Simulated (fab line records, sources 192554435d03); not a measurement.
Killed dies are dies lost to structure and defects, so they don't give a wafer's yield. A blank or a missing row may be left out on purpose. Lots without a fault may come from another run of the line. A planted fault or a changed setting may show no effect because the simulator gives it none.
Chamber matching | flow n5_finfet | N5_BEOL_M4_CO_CAP_55 on cvd_co-02: 3 sister chambers
The step material Co, precursor CCTBA/H2, target thk 2 nm, time 102.1 s. 3 wafers are shown with their chamber, then 12 later ones without.

WAFERS WITH THEIR CHAMBER
wafer  | chamber | heater_power_w (W)
L087.4 | 1       | 264
L088.1 | 0       | 220
L088.4 | 2       | 208

WAFERS WITHOUT THEIR CHAMBER
wafer  | heater_power_w (W)
L090.2 | 264
L090.3 | 205
L090.6 | 211
L094.1 | 219
L094.2 | 213
L094.3 | 213
L091.1 | 204
L091.3 | 211
L091.6 | 215
L097.1 | 217
L097.2 | 222
L097.5 | 209

WHICH CHAMBER EACH WENT THROUGH
wafer  | from the rows above     | in truth
L090.2 | 1                       | 1
L090.3 | 2                       | 2
L090.6 | can't be placed: 2 or 0 | 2
L094.1 | 0                       | 0
L094.2 | can't be placed: 2 or 0 | 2
L094.3 | can't be placed: 2 or 0 | 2
L091.1 | 2                       | 2
L091.3 | can't be placed: 2 or 0 | 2
L091.6 | can't be placed: 0 or 2 | 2
L097.1 | can't be placed: 0 or 2 | 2
L097.2 | 0                       | 0
L097.5 | 2                       | 2
Placed correctly: 6 of 12. Can't be placed from these rows: 6 (the true chamber is among the candidates in 6). Placed wrongly: 0.
How it was worked out, from the rows above alone: a wafer's distance from a chamber is the root of the sum, over the readings, of the square of ((its reading less the chamber's mean) divided by the reading's scatter). The wafer belongs to the nearest chamber; if the next one is less than 2 further off, it can't be placed. A chamber's mean is the mean of its shown wafers. The scatter: with one shown wafer a chamber, the root of the mean of the squares of how far each hidden wafer lies from its nearest shown one.
